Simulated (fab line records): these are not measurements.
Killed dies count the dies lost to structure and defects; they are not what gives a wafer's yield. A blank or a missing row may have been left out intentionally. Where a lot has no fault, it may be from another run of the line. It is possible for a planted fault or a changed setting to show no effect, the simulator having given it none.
Struck lot and sound lot, side by side | flow n5Finfet | 37 out of 1938 route steps
Sound: the wafers L621.3, L621.4, L621.6. Struck: wafer L614.4. (L614.3, L614.5 of the same lot were not struck and are left out.) The cause comes at the end.
At each step with rows: each side's tool, then ch and its chambers, then its first start. Under that, the readings that differ: sound wafers | struck wafers | difference of the means | sigmas: that difference in standard deviations of wafers without a fault.
alike: a reading whose means differ by less than 2 such deviations, as well as words and numbers matching on both sides. not compared: withheld readings; readings where some wafer has no value; bounds like >300 that might hide an equal value; numbers whose values overlap and for which the record gives no deviation.
The two part at a step that has a row with sigmas, a row that says differs or no value, or rows on one side only. When numbers do not overlap yet have no deviation, they are printed without sigmas and do not part them. A reading missing from all wafers of one side parts the sides only when that side holds two or more wafers.

first, 10 steps without rows for these wafers: N5_BEOL_M5_TRENCH_ETCH_37 (etches SiCOH lowk in C4F6/O2, target depth 71.652 nm, time 24.7 s); N5_BEOL_M5_ETCH_41 (etches SiCN in CH3F/O2, target depth 31.5 nm, time 56.7 s); N5_BEOL_M5_STRIP_91 (strips in N2/H2, time 10 s); N5_BEOL_M5_HM_STRIP_39 (strips TiN in peroxide tin strip, target depth 25 nm, time 158 s); N5_BEOL_M5_SRD_40 (time 30 s); N5_BEOL_M5_PRECLEAN_42 (cleans in residue remover, time 60 s); N5_BEOL_M5_SRD_43 (time 30 s); N5_BEOL_M5_CURE_80 (cures SiCOH lowk, time 120 s); N5_BEOL_M5_DEGAS_44 (time 60 s); N5_BEOL_M5_PRE_CLEAN_45 (time 30 s).
N5_BEOL_M5_ALD_86: deposits TaN, pulse time 2 s, purge time 3 s, co reactant purge time 2 s.
  sound on aldMetal-04 ch 1,3, day 17 06:28; struck on aldMetal-03 ch 0, day 14 19:53
reading   | sound    | struck | difference | sigmas
aldCycles | 30 30 30 | 43     | +13        | 
  alike: heaterPowerW
  not compared: model.TaN_of_BEOL_M5_ALD_86.thkNm
then, 25 steps without rows for these wafers: N5_BEOL_M5_SURFACE_TREAT_87; N5_BEOL_M5_CVD_47 (deposits Co from CCTBA/H2, target thk 3 nm, time 216 s); N5_BEOL_M5_SPUTTER_48 (material Cu, target thk 15 nm, time 27.62 s); N5_BEOL_M5_ANNEAL_49 (time 1800 s); N5_BEOL_M5_SPUTTER_81 (material Cu, target thk 15 nm, time 27.62 s); N5_BEOL_M5_ANNEAL_82 (time 1800 s); N5_BEOL_M5_SPUTTER_83 (material Cu, target thk 15 nm, time 27.62 s); N5_BEOL_M5_ANNEAL_84 (time 1800 s); N5_BEOL_M5_SPUTTER_88 (material Cu, target thk 15 nm, time 27.62 s); N5_BEOL_M5_ANNEAL_89 (time 1800 s); N5_BEOL_M5_SPUTTER_90 (material Cu, target thk 4.5 nm, time 8.29 s); N5_BEOL_M5_ECD_50 (material Cu, target thk 300 nm); N5_BEOL_M5_ANNEAL_51 (time 90 s); N5_BEOL_M5_CMP_52 (polishes, stops on SiCOH lowk, t overpolish 6.9 s, target thk 62 nm); N5_BEOL_M5_PRE_CLEAN_77 (time 15 s); N5_BEOL_M5_CO_CAP_78 (material Co, precursor CCTBA/H2, target thk 2 nm, time 102.1 s); N5_BEOL_M5_PRE_CLEAN_55 (time 15 s); N5_BEOL_M5_DEP_56 (deposits SiCN from 3MS/NH3, target thk 8 nm, time 14 s); N5_BEOL_M6_ILD_DEP_00 (deposits SiCOH lowk from DEMS/porogen, target thk 179.75 nm, time 33.4 s); N5_BEOL_M6_CURE_74 (cures SiCOH lowk, time 240 s); N5_BEOL_M6_PECVD_70 (deposits SiO2 from TEOS/O2, target thk 20 nm, time 22.7 s); N5_BEOL_M6_HM_DEP_02 (deposits TiN, target thk 20 nm); N5_BEOL_M6_COAT_59 (time 60 s, resist thk 100 nm); N5_BEOL_M6_COAT_60 (time 60 s, resist thk 35 nm); N5_BEOL_M6_COAT_05 (resist thk 90 nm).
-- the record jumps here: 4 days lie between the struck wafers' starts before and after (it left off in module BEOL_M6 and takes up again in module BEOL_M15, whose first step shown is number 1830 of the route) --
N5_BEOL_M15_RC_MEAS_101:
  sound on prober-01 ch 0, day 20 23:22; struck on prober-02 ch 0, day 18 13:16
reading                    | sound             | struck | difference | sigmas
SERP_M12_max_site (ohm/um) | 0.636 0.660 0.650 | 0.683  | +0.034     | +2
SERP_M5 (ohm/um)           | 36.7 39.6 39.0    | 43.4   | +5.0       | +5
SERP_M5_max_site (ohm/um)  | 38.3 40.0 40.6    | 44.4   | +4.8       | +4
  alike: COMB_M10, COMB_M10_max_site, COMB_M11, COMB_M11_max_site, COMB_M12, COMB_M13, COMB_M14, COMB_M15, COMB_M5, COMB_M6, COMB_M7, COMB_M8, COMB_M9, SERP_M10, SERP_M11, SERP_M12, SERP_M13, SERP_M14, SERP_M14_max_site, SERP_M6, SERP_M7, SERP_M8, SERP_M9

== WHERE THEY PART ==
Within this record, at N5_BEOL_M15_RC_MEAS_101 only.

WHY: the cause the simulator had injected
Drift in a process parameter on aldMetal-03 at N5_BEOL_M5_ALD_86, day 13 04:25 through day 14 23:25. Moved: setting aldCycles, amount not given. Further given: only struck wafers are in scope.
